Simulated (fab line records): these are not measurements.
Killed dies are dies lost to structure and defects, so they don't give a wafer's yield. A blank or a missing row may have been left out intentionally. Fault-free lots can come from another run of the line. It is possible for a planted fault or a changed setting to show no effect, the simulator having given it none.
Which tool is to blame? + flow n5_finfet + 72 wafers from 24 lots sampled at 6 of the route's 1938 steps

WHAT THE GAUGES SHOWED, per wafer
N5_BEOL_M5_CD_MEAS_18: pitch 56 nm, target cd 28 nm. Usual: cd_nm reads 28.2 nm (standard deviation 0.52).
| lot  | measured     | on        | cd_nm (nm)     | flag |
|------|--------------|-----------|----------------|------|
| L075 | day 7 22:19  | cd_sem-03 | 27.5 28.0 28.6 |      |
| L074 | day 8 04:28  | cd_sem-01 | 28.0 28.4 27.6 |      |
| L076 | day 8 17:52  | cd_sem-03 | 28.6 28.7 28.8 |      |
| L077 | day 8 20:52  | cd_sem-01 | 28.0 28.2 28.9 |      |
| L078 | day 9 00:52  | cd_sem-01 | 28.5 28.4 27.6 |      |
| L080 | day 9 07:38  | cd_sem-01 | 27.8 28.5 29.4 |      |
| L079 | day 9 08:05  | cd_sem-01 | 28.3 27.6 28.6 |      |
| L081 | day 10 00:34 | cd_sem-02 | 28.2 29.1 28.6 |      |
| L082 | day 10 08:09 | cd_sem-02 | 27.9 28.6 27.7 |      |
| L083 | day 10 09:07 | cd_sem-02 | 28.6 27.7 28.7 |      |
| L085 | day 10 17:37 | cd_sem-01 | 28.3 28.0 27.9 |      |
| L084 | day 10 17:55 | cd_sem-01 | 28.4 28.8 29.1 |      |
| L086 | day 11 06:10 | cd_sem-02 | 27.8 28.0 28.5 |      |
| L087 | day 11 08:14 | cd_sem-02 | 28.3 27.7 28.6 |      |
| L089 | day 12 06:11 | cd_sem-02 | 29.0 28.8 28.6 |      |
| L088 | day 12 08:01 | cd_sem-02 | 29.0 27.6 27.9 |      |
| L090 | day 12 15:23 | cd_sem-03 | 27.7 27.3 27.5 |      |
| L091 | day 12 15:55 | cd_sem-01 | 28.4 28.3 28.5 |      |
| L093 | day 12 22:26 | cd_sem-01 | 28.6 28.8 28.2 |      |
| L092 | day 13 06:25 | cd_sem-03 | 27.8 27.8 28.3 |      |
| L094 | day 13 08:01 | cd_sem-03 | 28.5 27.8 28.0 |      |
| L095 | day 13 14:31 | cd_sem-01 | 27.9 28.4 27.9 |      |
| L096 | day 13 17:11 | cd_sem-01 | 28.8 27.6 27.6 |      |
| L097 | day 13 23:08 | cd_sem-02 | 26.9 28.0 27.5 |      |

N5_BEOL_M5_THK_MEAS_53: measures by xrf. Usual: for M5_THK the level is 60.8 nm and the standard deviation is 2.1.
| lot  | measured     | on            | M5_THK (nm)    | flag |
|------|--------------|---------------|----------------|------|
| L075 | day 8 12:50  | film_metro-01 | 61.0 60.1 64.8 |      |
| L074 | day 8 13:18  | film_metro-01 | 58.3 57.3 59.9 |      |
| L076 | day 9 02:17  | film_metro-01 | 61.2 56.6 59.8 |      |
| L077 | day 9 06:55  | film_metro-01 | 57.4 60.7 56.9 |      |
| L078 | day 9 10:54  | film_metro-02 | 63.9 57.0 60.7 |      |
| L080 | day 9 15:28  | film_metro-02 | 59.4 59.0 60.2 |      |
| L079 | day 9 16:01  | film_metro-01 | 61.8 60.4 60.5 |      |
| L081 | day 10 08:49 | film_metro-01 | 59.7 65.8 65.7 |      |
| L082 | day 10 17:41 | film_metro-01 | 57.8 64.8 59.3 |      |
| L083 | day 10 18:05 | film_metro-02 | 61.9 62.4 62.0 |      |
| L085 | day 11 02:11 | film_metro-01 | 63.2 61.0 60.5 |      |
| L084 | day 11 13:39 | film_metro-02 | 58.9 62.5 60.5 |      |
| L086 | day 11 13:40 | film_metro-01 | 57.3 64.7 62.5 |      |
| L087 | day 11 19:23 | film_metro-01 | 63.4 61.5 62.1 |      |
| L089 | day 12 16:04 | film_metro-02 | 58.3 58.8 61.4 |      |
| L088 | day 12 16:18 | film_metro-02 | 65.5 60.0 62.9 |      |
| L090 | day 13 01:51 | film_metro-01 | 59.9 61.0 58.1 |      |
| L091 | day 13 02:14 | film_metro-02 | 58.0 63.0 58.9 |      |
| L093 | day 13 06:59 | film_metro-01 | 59.3 60.9 60.5 |      |
| L092 | day 13 16:50 | film_metro-01 | 58.3 61.4 63.1 |      |
| L094 | day 13 16:28 | film_metro-02 | 58.6 63.2 58.9 |      |
| L095 | day 13 23:58 | film_metro-02 | 58.1 61.4 62.6 |      |
| L096 | day 14 03:42 | film_metro-01 | 61.5 61.6 60.7 |      |
| L097 | day 14 08:26 | film_metro-01 | 62.0 62.7 60.3 |      |

TOOL THAT RAN EACH LOT (tool first, then ch and the chambers of the sampled wafers, then the start)
| lot  | N5_BEOL_M5_STRIP_19                | N5_BEOL_M5_VIA_ETCH_34             | N5_BEOL_M5_STRIP_91                           | N5_BEOL_M5_ANNEAL_84         |
|------|------------------------------------|------------------------------------|-----------------------------------------------|------------------------------|
| L075 | rie_diel-01 ch 0,2,3, day 7 22:14  | rie_diel-05 ch 0,1, day 7 23:31    | rie_diel-05 ch 0,1, day 8 03:17 or earlier    | pvd_sputter-03, day 8 03:17  |
| L074 | rie_diel-02 ch 0,2, day 8 04:23    | rie_diel-05 ch 2,3, day 8 05:13    | rie_diel-05 ch 2,3, day 8 10:21 or earlier    | pvd_sputter-01, day 8 10:21  |
| L076 | rie_diel-02 ch 0,1, day 8 17:47    | rie_diel-05 ch 1,2,3, day 8 19:15  | rie_diel-05 ch 1,2,3, day 8 23:23 or earlier  | pvd_sputter-02, day 8 23:23  |
| L077 | rie_diel-01 ch 1,3, day 8 20:48    | rie_diel-02 ch 1,3, day 8 22:34    | rie_diel-02 ch 1,3, day 9 03:44 or earlier    | pvd_sputter-01, day 9 03:44  |
| L078 | rie_diel-01 ch 0,1,3, day 9 00:48  | rie_diel-02 ch 1,3, day 9 01:42    | rie_diel-02 ch 1,3, day 9 08:01 or earlier    | pvd_sputter-03, day 9 08:01  |
| L080 | rie_diel-05 ch 0,2,3, day 9 07:34  | rie_diel-01 ch 0,3, day 9 08:18    | rie_diel-01 ch 0,3, day 9 12:35 or earlier    | pvd_sputter-02, day 9 12:35  |
| L079 | rie_diel-05 ch 0,2,3, day 9 08:01  | rie_diel-01 ch 1,3, day 9 08:52    | rie_diel-01 ch 1,3, day 9 13:08 or earlier    | pvd_sputter-03, day 9 13:08  |
| L081 | rie_diel-05 ch 1,2, day 10 00:30   | rie_diel-01 ch 0,1,2, day 10 01:43 | rie_diel-01 ch 0,1,2, day 10 05:32 or earlier | pvd_sputter-02, day 10 05:32 |
| L082 | rie_diel-01 ch 0,1, day 10 08:05   | rie_diel-05 ch 0,1,3, day 10 10:20 | rie_diel-05 ch 0,1,3, day 10 14:31 or earlier | pvd_sputter-01, day 10 14:31 |
| L083 | rie_diel-05 ch 0,2,3, day 10 09:03 | rie_diel-02 ch 0,2, day 10 10:39   | rie_diel-02 ch 0,2, day 10 15:11 or earlier   | pvd_sputter-02, day 10 15:11 |
| L085 | rie_diel-05 ch 0,1,3, day 10 17:33 | rie_diel-01 ch 0,1,2, day 10 18:22 | rie_diel-01 ch 0,1,2, day 10 23:13 or earlier | pvd_sputter-02, day 10 23:13 |
| L084 | rie_diel-05 ch 0,1,3, day 10 17:50 | rie_diel-05 ch 1,2,3, day 10 21:08 | rie_diel-05 ch 1,2,3, day 11 10:29 or earlier | pvd_sputter-03, day 11 10:29 |
| L086 | rie_diel-05 ch 0,1, day 11 06:06   | rie_diel-02 ch 1,2,3, day 11 07:08 | rie_diel-02 ch 1,2,3, day 11 10:46 or earlier | pvd_sputter-01, day 11 10:46 |
| L087 | rie_diel-05 ch 0,2,3, day 11 08:10 | rie_diel-01 ch 0,1,2, day 11 11:12 | rie_diel-01 ch 0,1,2, day 11 15:50 or earlier | pvd_sputter-01, day 11 15:50 |
| L089 | rie_diel-01 ch 0,1,2, day 12 06:07 | rie_diel-01 ch 0,2,3, day 12 09:11 | rie_diel-01 ch 0,2,3, day 12 13:11 or earlier | pvd_sputter-01, day 12 13:11 |
| L088 | rie_diel-01 ch 2,3, day 12 07:56   | rie_diel-05 ch 0,1, day 12 09:38   | rie_diel-05 ch 0,1, day 12 13:24 or earlier   | pvd_sputter-03, day 12 13:24 |
| L090 | rie_diel-05 ch 1,2,3, day 12 15:19 | rie_diel-01 ch 1,2,3, day 12 17:59 | rie_diel-01 ch 1,2,3, day 12 22:58 or earlier | pvd_sputter-02, day 12 22:58 |
| L091 | rie_diel-01 ch 1,2,3, day 12 15:51 | rie_diel-05 ch 0,1,3, day 12 17:55 | rie_diel-05 ch 0,1,3, day 12 23:20 or earlier | pvd_sputter-01, day 12 23:20 |
| L093 | rie_diel-02 ch 0,3, day 12 22:22   | rie_diel-05 ch 0,1,2, day 12 23:14 | rie_diel-05 ch 0,1,2, day 13 04:06 or earlier | pvd_sputter-02, day 13 04:06 |
| L092 | rie_diel-02 ch 1,2,3, day 13 06:20 | rie_diel-01 ch 0,2,3, day 13 10:00 | rie_diel-01 ch 0,2,3, day 13 13:56 or earlier | pvd_sputter-03, day 13 13:56 |
| L094 | rie_diel-01 ch 0,2, day 13 07:56   | rie_diel-02 ch 0,1,2, day 13 09:49 | rie_diel-02 ch 0,1,2, day 13 13:35 or earlier | pvd_sputter-02, day 13 13:35 |
| L095 | rie_diel-02 ch 0,3, day 13 14:26   | rie_diel-01 ch 0,1,3, day 13 15:31 | rie_diel-01 ch 0,1,3, day 13 21:04 or earlier | pvd_sputter-03, day 13 21:04 |
| L096 | rie_diel-01 ch 1,2, day 13 17:07   | rie_diel-05 ch 0,2,3, day 13 19:23 | rie_diel-05 ch 0,2,3, day 14 00:40 or earlier | pvd_sputter-01, day 14 00:40 |
| L097 | rie_diel-05 ch 0,3, day 13 23:03   | rie_diel-01 ch 0,1,3, day 13 23:48 | rie_diel-01 ch 0,1,3, day 14 05:05 or earlier | pvd_sputter-01, day 14 05:05 |
- N5_BEOL_M5_STRIP_19: strips in O2.
- N5_BEOL_M5_VIA_ETCH_34: etches SiCOH lowk in C4F6/O2, target depth 88.3 nm, time 39.2 s.
- N5_BEOL_M5_STRIP_91: strips in N2/H2, time 10 s.
- N5_BEOL_M5_ANNEAL_84: time 1800 s.

AS READ BY THE TOOLS THEMSELVES (means over the sampled wafers that have a number; for cases with no such wafer, the mark the record gives instead)
N5_BEOL_M5_STRIP_19. Usual: drypump_motor_current_A 5.87 A, standard deviation 0.29; oes_product_au 0.79 a.u., standard deviation 0.079; rf_vpp_V 3.6 V, standard deviation 0.49; showerhead_plenum_p_Torr 2.09 Torr, standard deviation 0.055; throttle_valve_pct 16.64 %, standard deviation 0.23.
| lot  | tool        | drypump_motor_current_A (A) | oes_product_au (a.u.) | rf_vpp_V (V) | showerhead_plenum_p_Torr (Torr) | throttle_valve_pct (%) | flag |
|------|-------------|-----------------------------|-----------------------|--------------|---------------------------------|------------------------|------|
| L075 | rie_diel-01 | 5.89                        | 0.89                  | 3.8          | 2.09                            | 16.43                  |      |
| L074 | rie_diel-02 | 5.93                        | 0.69                  | 4.0          | 2.05                            | 16.90                  |      |
| L076 | rie_diel-02 | 6.22                        | 0.71                  | 3.6          | 2.09                            | 16.67                  |      |
| L077 | rie_diel-01 | 6.11                        | 0.76                  | 3.4          | 2.06                            | 16.54                  |      |
| L078 | rie_diel-01 | 6.07                        | 0.81                  | 3.6          | 2.08                            | 16.49                  |      |
| L080 | rie_diel-05 | 5.77                        | 0.78                  | 4.0          | 2.09                            | 16.66                  |      |
| L079 | rie_diel-05 | 5.79                        | 0.79                  | 3.6          | 2.09                            | 16.65                  |      |
| L081 | rie_diel-05 | 5.66                        | 0.83                  | 3.5          | 2.06                            | 16.69                  |      |
| L082 | rie_diel-01 | 6.13                        | 0.87                  | 3.9          | 2.11                            | 16.29                  |      |
| L083 | rie_diel-05 | 5.79                        | 0.78                  | 3.2          | 2.09                            | 16.68                  |      |
| L085 | rie_diel-05 | 5.73                        | 0.74                  | 3.7          | 2.07                            | 16.82                  |      |
| L084 | rie_diel-05 | 5.71                        | 0.75                  | 3.3          | 2.07                            | 16.81                  |      |
| L086 | rie_diel-05 | 5.54                        | 0.74                  | 3.4          | 2.05                            | 16.86                  |      |
| L087 | rie_diel-05 | 5.78                        | 0.78                  | 3.6          | 2.09                            | 16.69                  |      |
| L089 | rie_diel-01 | 5.96                        | 0.83                  | 3.4          | 2.10                            | 16.34                  |      |
| L088 | rie_diel-01 | 5.80                        | 0.77                  | 3.7          | 2.04                            | 16.71                  |      |
| L090 | rie_diel-05 | 5.78                        | 0.77                  | 3.7          | 2.07                            | 16.76                  |      |
| L091 | rie_diel-01 | 5.92                        | 0.77                  | 3.2          | 2.06                            | 16.55                  |      |
| L093 | rie_diel-02 | 5.91                        | 0.84                  | 3.6          | 2.13                            | 16.77                  |      |
| L092 | rie_diel-02 | 6.25                        | 0.84                  | 3.3          | 2.13                            | 16.67                  |      |
| L094 | rie_diel-01 | 5.76                        | 0.86                  | 3.9          | 2.11                            | 16.31                  |      |
| L095 | rie_diel-02 | 5.77                        | 0.77                  | 4.1          | 2.15                            | 16.80                  |      |
| L096 | rie_diel-01 | 5.98                        | 0.78                  | 3.6          | 2.07                            | 16.42                  |      |
| L097 | rie_diel-05 | 5.75                        | 0.72                  | 4.1          | 2.08                            | 16.80                  |      |

N5_BEOL_M5_VIA_ETCH_34. Usual: bias_w 185.0 W, standard deviation 0.58; drypump_motor_current_A 5.9 A, standard deviation 0.3; oes_product_au 0.80 a.u., standard deviation 0.085; rf_vpp_V 662 V, standard deviation 20; showerhead_plenum_p_Torr 2.83 Torr, standard deviation 0.081; throttle_valve_pct 20.84 %, standard deviation 0.18.
| lot  | tool        | bias_w (W) | drypump_motor_current_A (A) | oes_product_au (a.u.) | rf_vpp_V (V) | showerhead_plenum_p_Torr (Torr) | throttle_valve_pct (%) | flag |
|------|-------------|------------|-----------------------------|-----------------------|--------------|---------------------------------|------------------------|------|
| L075 | rie_diel-05 | 185.6      | 5.5                         | 0.76                  | 690          | 2.78                            | 20.92                  |      |
| L074 | rie_diel-05 | 184.0      | 5.8                         | 0.83                  | 644          | 2.83                            | 20.71                  |      |
| L076 | rie_diel-05 | 185.0      | 5.8                         | 0.80                  | 654          | 2.80                            | 20.79                  |      |
| L077 | rie_diel-02 | 184.7      | 6.4                         | 0.80                  | 646          | 2.86                            | 21.04                  |      |
| L078 | rie_diel-02 | 184.8      | 6.3                         | 0.89                  | 643          | 2.89                            | 21.09                  |      |
| L080 | rie_diel-01 | 185.1      | 6.0                         | 0.86                  | 666          | 2.85                            | 20.69                  |      |
| L079 | rie_diel-01 | 184.8      | 6.0                         | 0.74                  | 660          | 2.77                            | 20.89                  |      |
| L081 | rie_diel-01 | 185.2      | 6.0                         | 0.85                  | 668          | 2.89                            | 20.62                  |      |
| L082 | rie_diel-05 | 185.1      | 5.7                         | 0.74                  | 680          | 2.80                            | 20.88                  |      |
| L083 | rie_diel-02 | 184.8      | 6.0                         | 0.87                  | 654          | 2.97                            | 20.66                  |      |
| L085 | rie_diel-01 | 184.7      | 6.0                         | 0.84                  | 668          | 2.88                            | 20.66                  |      |
| L084 | rie_diel-05 | 184.8      | 5.8                         | 0.79                  | 653          | 2.79                            | 20.80                  |      |
| L086 | rie_diel-02 | 185.2      | 6.3                         | 0.85                  | 649          | 2.91                            | 20.93                  |      |
| L087 | rie_diel-01 | 185.6      | 6.0                         | 0.84                  | 669          | 2.88                            | 20.65                  |      |
| L089 | rie_diel-01 | 184.9      | 5.9                         | 0.81                  | 667          | 2.84                            | 20.77                  |      |
| L088 | rie_diel-05 | 184.9      | 5.5                         | 0.75                  | 673          | 2.73                            | 20.97                  |      |
| L090 | rie_diel-01 | 185.0      | 5.9                         | 0.77                  | 665          | 2.82                            | 20.83                  |      |
| L091 | rie_diel-05 | 185.2      | 5.7                         | 0.73                  | 681          | 2.80                            | 20.91                  |      |
| L093 | rie_diel-05 | 184.8      | 5.6                         | 0.77                  | 663          | 2.76                            | 20.89                  |      |
| L092 | rie_diel-01 | 185.3      | 5.9                         | 0.81                  | 666          | 2.84                            | 20.78                  |      |
| L094 | rie_diel-02 | 184.8      | 6.1                         | 0.76                  | 650          | 2.90                            | 20.84                  |      |
| L095 | rie_diel-01 | 184.9      | 6.1                         | 0.77                  | 664          | 2.82                            | 20.78                  |      |
| L096 | rie_diel-05 | 184.8      | 5.8                         | 0.74                  | 669          | 2.82                            | 20.85                  |      |
| L097 | rie_diel-01 | 184.9      | 6.1                         | 0.77                  | 665          | 2.81                            | 20.79                  |      |

N5_BEOL_M5_STRIP_91. Usual: drypump_motor_current_A 5.9 A, standard deviation 0.31; oes_product_au 0.80 a.u., standard deviation 0.084; rf_vpp_V 59.2 V, standard deviation 0.89; showerhead_plenum_p_Torr 2.54 Torr, standard deviation 0.077; throttle_valve_pct 23.73 %, standard deviation 0.26.
| lot  | tool        | drypump_motor_current_A (A) | oes_product_au (a.u.) | rf_vpp_V (V) | showerhead_plenum_p_Torr (Torr) | throttle_valve_pct (%) | flag |
|------|-------------|-----------------------------|-----------------------|--------------|---------------------------------|------------------------|------|
| L075 | rie_diel-05 | 5.6                         | 0.77                  | 59.7         | 2.51                            | 23.98                  |      |
| L074 | rie_diel-05 | 5.8                         | 0.84                  | 58.5         | 2.52                            | 23.78                  |      |
| L076 | rie_diel-05 | 5.8                         | 0.80                  | 58.9         | 2.52                            | 23.94                  |      |
| L077 | rie_diel-02 | 6.4                         | 0.81                  | 59.6         | 2.55                            | 23.65                  |      |
| L078 | rie_diel-02 | 6.3                         | 0.88                  | 58.8         | 2.56                            | 23.55                  |      |
| L080 | rie_diel-01 | 6.0                         | 0.87                  | 59.7         | 2.55                            | 23.55                  |      |
| L079 | rie_diel-01 | 6.0                         | 0.76                  | 59.0         | 2.46                            | 23.54                  |      |
| L081 | rie_diel-01 | 6.0                         | 0.86                  | 60.3         | 2.58                            | 23.46                  |      |
| L082 | rie_diel-05 | 5.7                         | 0.75                  | 59.8         | 2.53                            | 23.98                  |      |
| L083 | rie_diel-02 | 6.0                         | 0.88                  | 59.9         | 2.71                            | 23.99                  |      |
| L085 | rie_diel-01 | 6.0                         | 0.84                  | 58.7         | 2.57                            | 23.47                  |      |
| L084 | rie_diel-05 | 5.8                         | 0.78                  | 59.7         | 2.52                            | 23.96                  |      |
| L086 | rie_diel-02 | 6.3                         | 0.85                  | 60.2         | 2.61                            | 23.77                  |      |
| L087 | rie_diel-01 | 5.9                         | 0.84                  | 59.6         | 2.57                            | 23.47                  |      |
| L089 | rie_diel-01 | 5.9                         | 0.82                  | 58.6         | 2.53                            | 23.58                  |      |
| L088 | rie_diel-05 | 5.5                         | 0.74                  | 58.6         | 2.48                            | 24.17                  |      |
| L090 | rie_diel-01 | 5.9                         | 0.77                  | 60.0         | 2.51                            | 23.54                  |      |
| L091 | rie_diel-05 | 5.7                         | 0.74                  | 60.1         | 2.53                            | 23.99                  |      |
| L093 | rie_diel-05 | 5.6                         | 0.77                  | 58.5         | 2.48                            | 24.01                  |      |
| L092 | rie_diel-01 | 5.9                         | 0.81                  | 59.1         | 2.53                            | 23.58                  |      |
| L094 | rie_diel-02 | 6.1                         | 0.77                  | 59.6         | 2.63                            | 23.90                  |      |
| L095 | rie_diel-01 | 6.1                         | 0.77                  | 58.8         | 2.51                            | 23.54                  |      |
| L096 | rie_diel-05 | 5.8                         | 0.75                  | 59.5         | 2.52                            | 23.84                  |      |
| L097 | rie_diel-01 | 6.1                         | 0.77                  | 58.1         | 2.51                            | 23.54                  |      |

N5_BEOL_M5_ANNEAL_84. Usual: heater_power_w reads 815 W (standard deviation 89).
| lot  | tool           | heater_power_w (W) | flag |
|------|----------------|--------------------|------|
| L075 | pvd_sputter-03 | 772                |      |
| L074 | pvd_sputter-01 | 791                |      |
| L076 | pvd_sputter-02 | 917                |      |
| L077 | pvd_sputter-01 | 896                |      |
| L078 | pvd_sputter-03 | 779                |      |
| L080 | pvd_sputter-02 | 876                |      |
| L079 | pvd_sputter-03 | 755                |      |
| L081 | pvd_sputter-02 | 790                |      |
| L082 | pvd_sputter-01 | 840                |      |
| L083 | pvd_sputter-02 | 964                |      |
| L085 | pvd_sputter-02 | 879                |      |
| L084 | pvd_sputter-03 | 744                |      |
| L086 | pvd_sputter-01 | 740                |      |
| L087 | pvd_sputter-01 | 839                |      |
| L089 | pvd_sputter-01 | 841                |      |
| L088 | pvd_sputter-03 | 761                |      |
| L090 | pvd_sputter-02 | 825                |      |
| L091 | pvd_sputter-01 | 836                |      |
| L093 | pvd_sputter-02 | 868                |      |
| L092 | pvd_sputter-03 | 784                |      |
| L094 | pvd_sputter-02 | 897                |      |
| L095 | pvd_sputter-03 | 735                |      |
| L096 | pvd_sputter-01 | 762                |      |
| L097 | pvd_sputter-01 | 821                |      |

THE ANSWER, worked out from the rows above alone
Rule: take the mean of a lot's wafers that have a number; if it is more than 3 standard deviations from the usual mean, the lot is off. Also off: a lot with no number at a reading for which 4 or more lots have one. The other lots that the step has rows for count as sound. The gauges are gone through in route order, then the tools' own readings, and for those a lot's mean is taken as printed above. At the first step where some lot is off, the reading lying furthest off is the one used; lots without a number count as furthest.
No lot is off on any of the readings shown, so nothing can be concluded from this.

WHAT HAD BEEN PUT IN BY THE SIMULATOR
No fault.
